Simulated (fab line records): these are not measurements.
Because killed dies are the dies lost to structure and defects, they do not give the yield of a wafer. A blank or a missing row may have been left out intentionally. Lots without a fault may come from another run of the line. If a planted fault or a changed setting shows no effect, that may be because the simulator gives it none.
Matching of chambers    flow n5-finfet    N5_BEOL_M4_ETCH_64 on rie-diel-03: 4 sister chambers
The step etches SOC in N2/H2, target depth 75 nm, overetch 22.5 nm, time 121.9 s. 8 wafers are shown with their chamber, then 9 later ones without.

== EACH WAFER AND ITS CHAMBER ==
wafer   chamber  drypump-motor-current-A (A)  oes-product-au (a.u.)
L081.6  0        5.8                          0.65
L087.3  0        5.8                          0.63
L088.1  3        6.3                          0.52
L088.2  1        5.1                          0.52
L088.4  2        6.6                          0.62
L091.4  1        5.2                          0.53
L091.5  3        6.3                          0.52
L091.6  2        6.6                          0.61

== WAFERS WHOSE CHAMBER IS MISSING ==
wafer   drypump-motor-current-A (A)  oes-product-au (a.u.)
L092.1  6.6                          0.60
L092.2  6.3                          0.51
L092.4  6.6                          0.61
L096.1  6.6                          0.61
L096.5  6.6                          0.60
L096.6  6.3                          0.51
L097.1  6.3                          0.50
L097.2  6.6                          0.60
L097.6  6.6                          0.60

== CHAMBER TAKEN BY EACH ==
wafer   from the rows above  in truth
L092.1  2                    2
L092.2  3                    3
L092.4  2                    2
L096.1  2                    2
L096.5  2                    2
L096.6  3                    3
L097.1  3                    3
L097.2  2                    2
L097.6  2                    2
Correct placement for 9 of the 9. Left unplaced by these rows: 0. Wrongly placed: 0.
How it was worked out, from the rows above alone: a wafer's distance from a chamber is the root of the sum, over the readings, of the square of ((its reading less the chamber's mean) divided by the reading's scatter). The wafer belongs to the nearest chamber; if the next one is less than 2 further off, it can't be placed. The mean given for a chamber averages the wafers shown for that chamber. The scatter: take each reading less its chamber's mean, square it, sum over the shown wafers, divide by the number of wafers less the number of chambers, and take the root.
